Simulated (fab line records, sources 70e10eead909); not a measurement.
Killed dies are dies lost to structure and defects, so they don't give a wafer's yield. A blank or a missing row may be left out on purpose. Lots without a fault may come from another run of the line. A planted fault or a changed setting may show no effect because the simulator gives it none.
Problem report in the 8D (eight disciplines) form, filled by code | flow nand_harc | the parts of the form that need people (team, actions taken, sign-off) are left out

1. THE PROBLEM
killed_at_array at NHARC_END_SORT_01 reads a mean of 102 on 3 wafers of 2 lots; wafers without a fault read 27 with a standard deviation of 9.9. That is +7.5 standard deviations from the usual mean.
First seen on wafer L214.3, day 23 06:25, on prober-01. The record holds 6 wafers of 2 lots with a number at this step. Rule for "out", or "out of limits": more than 4 standard deviations from the usual mean. The other wafers with a number count as sound.

2. WHAT IT IS AND WHAT IT IS NOT
question                    | is                           | is not
which readings at this step | killed_at_array, killed_dies | killed_at_other, killed_at_periphery, killed_open, killed_short
which lots                  | L214, L216                   | -
which wafers of those lots  | L214.3, L214.5, L216.3       | L214.1, L216.2, L216.6
read on which gauges        | prober-01                    | -
when                        | from day 23 06:25            | up to then (1 sound wafer); but 2 sound wafers of L216 came after

3. SUSPECTS, AND WHAT RULES EACH OUT
Counting: a tool at a process step up to the reading stays a suspect if it ran every lot that is out. Sound lots after the first of them don't rule it out here, since some wafers of a struck lot are sound.
- the gauge at NHARC_END_SORT_01: kept. All the wafers that are out were read on prober-01, and no step on other tools shows them out.
- rie_diel-06 at NHARC_A_CONTACT_ETCH_49 (etches the open film in N2/H2, target depth 260 nm, time 475.3 s): kept. It ran every lot that is out, first L214 (day 20 02:41).
- plasma_asher-01 at NHARC_THIN_TSV_STRIP_62 (strips in N2/H2, time 20 s): kept. It ran every lot that is out, first L214 (day 22 13:37).
- Within rie_diel-06 at NHARC_A_CONTACT_ETCH_49: the wafers that are out ran in chamber 0; their sound lot-mates ran in chambers 2, 3.
- Within plasma_asher-01 at NHARC_THIN_TSV_STRIP_62: the wafers that are out ran in chamber 0; their sound lot-mates ran in chamber 1.
Left after counting: rie_diel-06 at NHARC_A_CONTACT_ETCH_49, plasma_asher-01 at NHARC_THIN_TSV_STRIP_62, prober-01 at NHARC_END_SORT_01.

4. THE CAUSE (what the simulator had put in)
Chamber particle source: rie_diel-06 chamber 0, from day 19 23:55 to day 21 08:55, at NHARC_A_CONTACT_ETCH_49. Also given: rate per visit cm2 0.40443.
Counting left 3 suspects, and this tool is among them.

5. THE CHAIN OF EFFECTS, in route order
Each row: a reading whose mean over the struck wafers that have a number lies more than 3 standard deviations from the usual. Only readings for which the record gives a usual standard deviation are gone through. hours: the time from each lot's start at the first step in this table that gives one to its start at this step, as a median over the lots. sigmas: the change in usual standard deviations.
hours | step              | reading         | usual | on struck wafers | change | sigmas
0     | NHARC_END_SORT_01 | killed_at_array | 27    | 102              | +75    | +7.5
0     | NHARC_END_SORT_01 | killed_dies     | 31    | 104              | +73    | +7.4

6. WHAT WOULD HAVE CAUGHT IT SOONER
In this record the first reading out of limits at a measuring or inspecting step was taken at day 23 06:25, 79 hours after the fault began at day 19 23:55.
Of the tool readings at NHARC_A_CONTACT_ETCH_49 for which the record gives a usual standard deviation, none was out on any struck wafer, so an alarm limit of 4 standard deviations on them would not have fired.
All the lots that are out (2) had begun NHARC_A_CONTACT_ETCH_49 on rie_diel-06 by day 23 06:25. A hold on the tool at that time would have spared none of them.
